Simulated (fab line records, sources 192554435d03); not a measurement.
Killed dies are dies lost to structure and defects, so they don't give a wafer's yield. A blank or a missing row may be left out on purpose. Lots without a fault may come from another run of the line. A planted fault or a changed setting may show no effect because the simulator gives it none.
Split-lot experiment | flow n5_finfet | 7 lots, 39 wafers read, on a route of 1938 steps

THE SPLIT
At N5_FIN_CUT_CUT_ETCH_26 (etches SiNx in CH3F/O2, target depth 39 nm, time 55.7 s), the setting time_s was moved away from the recipe's 55.7 s on 18 of the 39 wafers read, by -22.2% to +20.9%. The other wafers ran this setting at the recipe's value.

The reading is taken at the split's own step.

THE READING
SOC_of_FIN_CUT_COAT_18.thk_nm (the simulator's own value, which no gauge read), in nm, at N5_FIN_CUT_CUT_ETCH_26 (etches SiNx in CH3F/O2, target depth 39 nm, time 55.7 s). The file gives no usual value for it. The 21 wafers here that ran the recipe average 211.4 nm, standard deviation 0.86 nm.

wafer  | tool, chamber at the split | time_s as run, s | against the recipe | SOC_of_FIN_CUT_COAT_18.thk_nm, nm | against lot-mates on the recipe
L076.1 | rie_diel-01, 2             | 55.7             | recipe             | 211.2                             | -
L076.2 | rie_diel-01, 3             | 55.7             | recipe             | 210.6                             | -
L076.3 | rie_diel-01, 0             | 55.7             | recipe             | 211.6                             | -
L076.4 | rie_diel-01, 2             | 48.3             | -13.3%             | 213.4                             | +2.3
L076.5 | rie_diel-01, 3             | 48.3             | -13.3%             | 213.4                             | +2.3
L076.6 | rie_diel-01, 0             | 48.3             | -13.3%             | 213.2                             | +2.1
L078.1 | rie_diel-02, 1             | 45.08            | -19.1%             | 215.4                             | +3.1
L078.2 | rie_diel-02, 2             | 55.7             | recipe             | 212.2                             | -
L078.3 | rie_diel-02, 3             | 55.7             | recipe             | 211.8                             | -
L078.4 | rie_diel-02, 2             | 55.7             | recipe             | 213                               | -
L078.5 | rie_diel-02, 3             | 45.08            | -19.1%             | 215.6                             | +3.3
L078.6 | rie_diel-02, 1             | 45.08            | -19.1%             | 215.4                             | +3.1
L080.1 | rie_diel-02, 3             | 55.7             | recipe             | 211.2                             | -
L080.2 | rie_diel-02, 0             | 55.7             | recipe             | 210.8                             | -
L080.3 | rie_diel-02, 2             | 46.61            | -16.3%             | 214.6                             | +3.9
L080.4 | rie_diel-02, 1             | 55.7             | recipe             | 210.2                             | -
L080.5 | rie_diel-02, 3             | 46.61            | -16.3%             | 214                               | +3.3
L080.6 | rie_diel-02, 2             | 46.61            | -16.3%             | 214                               | +3.3
L086.1 | rie_diel-06, 2             | 55.7             | recipe             | 210.6                             | -
L086.2 | rie_diel-06, 0             | 66.82            | +20.0%             | 207.8                             | -2.9
L086.3 | rie_diel-06, 1             | 66.82            | +20.0%             | 207.6                             | -3.1
L086.4 | rie_diel-06, 3             | 55.7             | recipe             | 210.4                             | -
L086.5 | rie_diel-06, 1             | 55.7             | recipe             | 211.2                             | -
L086.6 | rie_diel-06, 0             | 66.82            | +20.0%             | 207.6                             | -3.1
L089.3 | rie_diel-06, 2             | 55.7             | recipe             | 211.6                             | -
L089.4 | rie_diel-06, 3             | 55.7             | recipe             | 211                               | -
L089.6 | rie_diel-06, 1             | 55.7             | recipe             | 211.4                             | -
L095.1 | rie_diel-02, 3             | 55.7             | recipe             | 211.4                             | -
L095.2 | rie_diel-02, 2             | 43.31            | -22.2%             | 214.8                             | +3.9
L095.3 | rie_diel-02, 1             | 43.31            | -22.2%             | 215.4                             | +4.5
L095.4 | rie_diel-02, 0             | 43.31            | -22.2%             | 215                               | +4.1
L095.5 | rie_diel-02, 2             | 55.7             | recipe             | 210.4                             | -
L095.6 | rie_diel-02, 3             | 55.7             | recipe             | 210.8                             | -
L096.1 | rie_diel-02, 1             | 67.35            | +20.9%             | 209.6                             | -3.3
L096.2 | rie_diel-02, 2             | 55.7             | recipe             | 213                               | -
L096.3 | rie_diel-02, 0             | 55.7             | recipe             | 212.6                             | -
L096.4 | rie_diel-02, 3             | 55.7             | recipe             | 213                               | -
L096.5 | rie_diel-02, 3             | 67.35            | +20.9%             | 209.6                             | -3.3
L096.6 | rie_diel-02, 2             | 67.35            | +20.9%             | 209                               | -3.9

THE FIT
A straight line over all 39 wafers: SOC_of_FIN_CUT_COAT_18.thk_nm changes by -0.16 nm for each +1% of time_s; r = -0.93; the points scatter about the line by 0.82 nm.
The same after taking each lot's own level away (the mean of its wafers on the recipe; 39 wafers): -0.173 nm for each +1%; r = -0.99; scatter 0.39 nm.
On that fit, the largest move of time_s shifts the reading by 3.8 nm.
The lots' own levels span 210.73 to 212.87 nm, that is 2.5 times the standard deviation above.
So the lot-to-lot level changes the slope little: the two slopes agree.
Check: with one of the wafers moved furthest among these (-22.2%) left out of the fit, the line predicts +3.95 nm for it against its lot-mates. It came out at +3.93 nm against them.

OTHER SPLITS ON THESE WAFERS
These wafers also went through other splits before the reading. Each is held against what the fit with the lots' levels taken away leaves over:
other split on the same wafers    | wafers away from the commonest value | r with SOC_of_FIN_CUT_COAT_18.thk_nm (lot level and that fit taken away)
N5_WELL_APT_IMPLANT_31 energy_kev | 18                                   | -0.08
N5_FIN_SAQP_ETCH_52 source_w      | 12                                   | +0.15
N5_FIN_CUT_EXPOSE_05 dose_mj      | 15                                   | +0.18

THE WHOLE CHAIN: every reading that the file lists as answering this split, in the file's order
step                   | what it does                                            | reading                                                                        | change (the file's fit)               | r (the file's)
N5_FIN_CUT_CUT_ETCH_26 | etches SiNx in CH3F/O2, target depth 39 nm, time 55.7 s | etch.depth_nm (the simulator's own value, which no gauge read)                 | +0.362 nm for each +1% of the setting | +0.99
N5_FIN_CUT_CUT_ETCH_26 | etches SiNx in CH3F/O2, target depth 39 nm, time 55.7 s | SOC_of_FIN_CUT_COAT_18.thk_nm (the simulator's own value, which no gauge read) | -0.174 nm for each +1% of the setting | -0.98

THE FILE'S OWN FIT
SOC_of_FIN_CUT_COAT_18.thk_nm changes by -0.174 nm for each +1% of time_s, r = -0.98.
